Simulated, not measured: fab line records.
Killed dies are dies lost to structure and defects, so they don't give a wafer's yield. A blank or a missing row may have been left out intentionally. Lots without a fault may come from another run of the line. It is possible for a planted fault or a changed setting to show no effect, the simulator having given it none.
Which of the tools did it? :: flow n5_finfet :: 12 lots, 36 wafers sampled, at 1 step of a route of 1938

WHAT THE GAUGES SHOWED, per wafer
N5_SD_EPI_N_INSPECT_11: inspects for defects (macro).
lot: L075
measured: day 3 07:52
on: defect_inspect-01
raw_defect_count: 2 0 2

lot: L077
measured: day 3 17:53
on: defect_inspect-01
raw_defect_count: 1 3 1

lot: L079
measured: day 4 05:37
on: defect_inspect-01
raw_defect_count: 4 1 3

lot: L081
measured: day 4 20:21
on: defect_inspect-01
raw_defect_count: 6 2 3

lot: L083
measured: day 5 08:53
on: defect_inspect-02
raw_defect_count: 4 0 3

lot: L085
measured: day 5 21:37
on: defect_inspect-01
raw_defect_count: 2 4 3

lot: L087
measured: day 6 08:09
on: defect_inspect-01
raw_defect_count: 3 1 1

lot: L089
measured: day 6 19:23
on: defect_inspect-01
raw_defect_count: 2 1 3

lot: L091
measured: day 7 06:32
on: defect_inspect-01
raw_defect_count: 1 1 1

lot: L093
measured: day 7 19:48
on: defect_inspect-01
raw_defect_count: 3 3 1

lot: L095
measured: day 8 11:27
on: defect_inspect-02
raw_defect_count: 1 2 3

lot: L097
measured: day 8 23:32
on: defect_inspect-01
raw_defect_count: 0 3 1

TOOL THAT RAN EACH LOT (tool first, then ch and the chambers of the sampled wafers, then the start)
Record: no process step prior to these readings.

THE ANSWER, worked out from the rows above alone
Rule: what is usual is taken from the lots themselves. The widest of any qualifying gaps counts: lots, ordered by their means at a reading, are off when they make up no more than a third of the lots, leave a main group of 4 or more, and stand apart from it by 3 or more times the standard deviation of that group's means. If all means in a main group match to the digits the tables above print for the reading, that group is not used. A lot without any number at a reading at which 4 lots or more have one is off too. Any other lot the step has rows for is counted as sound.
None of the lots is off at any reading shown; this tells nothing.

WHAT THE SIMULATOR PUT IN
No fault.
